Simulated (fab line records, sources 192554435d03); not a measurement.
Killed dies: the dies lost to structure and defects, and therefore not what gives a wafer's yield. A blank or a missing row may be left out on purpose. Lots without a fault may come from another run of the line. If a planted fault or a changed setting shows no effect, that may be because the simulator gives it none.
Comparing a struck lot with a sound one :: flow n5Finfet :: 41 steps out of a route of 1938
Sound: these wafers, L811.1, L811.5, L811.6. Wafers struck: L809.1, L809.5, L809.6. The cause comes at the end.
Each step with rows lists, per side, the tool, then ch with its chambers, then its first start. Under that, the readings that differ: sound wafers :: struck wafers :: difference of the means :: sigmas: that difference in standard deviations of wafers without a fault.
alike: readings whose means differ by less than 2 such deviations, and words and numbers that are the same on both sides. not compared: withheld readings, readings that some wafer has no value for, bounds like >300 that may hide the same value, and numbers for which the record gives no deviation and whose values overlap.
A row with sigmas, a row that says differs or no value, or rows on one side alone: a step with any of these is where the two part. When numbers do not overlap yet have no deviation, they are printed without sigmas and do not part them. A reading missing from all wafers of one side parts the sides only when that side holds two or more wafers.

first, 11 steps without rows for these wafers: N5_DUMMY_GATE_DESCUM_20 (chemistry O2, time 6.2 s); N5_DUMMY_GATE_ETCH_29 (etches underlayer in N2/H2, target depth 13 nm); N5_DUMMY_GATE_ETCH_36 (etches SiARC in CF4, target depth 13 nm); N5_DUMMY_GATE_ETCH_37 (etches SOC in N2/H2, target depth 60 nm, overetch 30 nm); N5_DUMMY_GATE_STRIP_38 (strips in N2/H2); N5_DUMMY_GATE_STRIP_39 (strips in N2/H2); N5_DUMMY_GATE_TRIM_49 (chemistry O2, time 29 s, target cd 14 nm); N5_DUMMY_GATE_STRIP_40 (strips in CF4); N5_DUMMY_GATE_ETCH_31 (etches SiO2 in C4F6/O2, target depth 82.5 nm, time 27.5 s); N5_DUMMY_GATE_STRIP_41 (strips in O2); N5_DUMMY_GATE_HM_OPEN_21 (chemistry CH3F/O2, target SiNx, target depth 120 nm, time 171.4 s).
N5_DUMMY_GATE_ETCH_32: etches SiO2 in CF4, target depth 3.5 nm, time 3.9 s.
  sound on rieSi-02 ch 0,2,3, day 8 19:28; struck on rieSi-05 ch 0,1, day 8 09:34
  alike: biasW, drypumpMotorCurrentA, oesProductAu, throttleValvePct
  not compared: rfHoursCounterH
then, 9 steps without rows for these wafers: N5_DUMMY_GATE_ETCH_23 (etches poly-Si in HBr/Cl2/O2, target depth 41 nm, time 22.3 s); N5_DUMMY_GATE_ETCH_44 (etches poly-Si in HBr/O2, stops on SiO2, target depth 127.5 nm); N5_DUMMY_GATE_ETCH_42 (etches SiO2 in CHF3/O2, target depth 3.5 nm, time 31 s); N5_DUMMY_GATE_STRIP_48 (strips in N2/H2, time 20 s); N5_DUMMY_GATE_PRECLEAN_33 (cleans in dHF, time 10 s); N5_DUMMY_GATE_PRECLEAN_25 (cleans in O3/DIW, time 45 s); N5_DUMMY_GATE_PRECLEAN_51 (cleans in SC2, time 45 s); N5_DUMMY_GATE_SRD_26 (time 30 s); N5_DUMMY_GATE_UV_OZONE_45 (time 120 s).
N5_DUMMY_GATE_INSPECT_27: inspects for defects (brightfield).
  sound on defectInspect-02 at day 8 20:04; struck on defectInspect-02 at day 8 10:03
reading: rawDefectCount
sound: 167 237 352
struck: 900 680 761
difference: +528
sigmas: +7
then, 3 steps without rows for these wafers: N5_SPACER0_ALD_07 (deposits SiNx, target thk 2 nm); N5_SPACER0_ALD_00 (deposits SiOCN, target thk 3.5 nm, pulse time 3 s, purge time 2 s); N5_SPACER0_ALD_08 (deposits SiNx, target thk 2 nm).
N5_SPACER0_INSPECT_04: inspects for defects (darkfield).
  sound on defectInspect-02 at day 8 21:38; struck on defectInspect-02 at day 8 11:46
reading: rawDefectCount
sound: 88 101 144
struck: 701 589 624
difference: +527
sigmas: +16
then, 8 steps without rows for these wafers: N5_SD_EPI_N_COAT_32 (time 60 s, resist thk 350 nm); N5_SD_EPI_N_COAT_33 (time 60 s, resist thk 35 nm); N5_SD_EPI_N_COAT_03 (resist thk 150 nm); N5_SD_EPI_N_EBR_05; N5_SD_EPI_N_SOFTBAKE_04 (time 60 s); N5_SD_EPI_N_EXPOSE_06 (exposes mask SD N BLK, target cd 120 nm); N5_SD_EPI_N_PEB_07 (peb time 60 s); N5_SD_EPI_N_DEVELOP_08 (develop time 30 s).
N5_SD_EPI_N_INSPECT_11: inspects for defects (macro).
  sound on defectInspect-02 at day 8 22:06; struck on defectInspect-02 at day 8 12:06
reading: rawDefectCount
sound: 2 0 2
struck: >300 >300 >300
difference: differs
sigmas: 
then, 3 steps without rows for these wafers: N5_SD_EPI_N_DESCUM_14 (chemistry O2, time 7.9 s); N5_SD_EPI_N_ETCH_34 (etches SiARC in CF4, target depth 45.5 nm, time 75.8 s); N5_SD_EPI_N_ETCH_35 (etches SOC in N2/H2, overetch 108 nm, time 486 s).
N5_SD_EPI_N_INSPECT_26: inspects for defects (darkfield).
  sound on defectInspect-01 at day 9 02:06; struck on defectInspect-01 at day 8 16:52
reading: rawDefectCount
sound: 181 176 202
struck: 756 651 689
difference: +512
sigmas: +12
N5_SD_EPI_P_INSPECT_26: inspects for defects (darkfield).
  sound on defectInspect-01 at day 9 07:23; struck on defectInspect-01 at day 8 21:48
reading: rawDefectCount
sound: 116 149 201
struck: 708 651 680
difference: +524
sigmas: +14
N5_PASSIVATION_PROBE_49:
  sound wafers here have rows in the record (prober-02, day 18 13:49); struck ones have none

## WHERE THEY PART
Last at N5_PASSIVATION_PROBE_49 as far as this record goes, first at N5_DUMMY_GATE_INSPECT_27.

WHY: what had been put in by the simulator
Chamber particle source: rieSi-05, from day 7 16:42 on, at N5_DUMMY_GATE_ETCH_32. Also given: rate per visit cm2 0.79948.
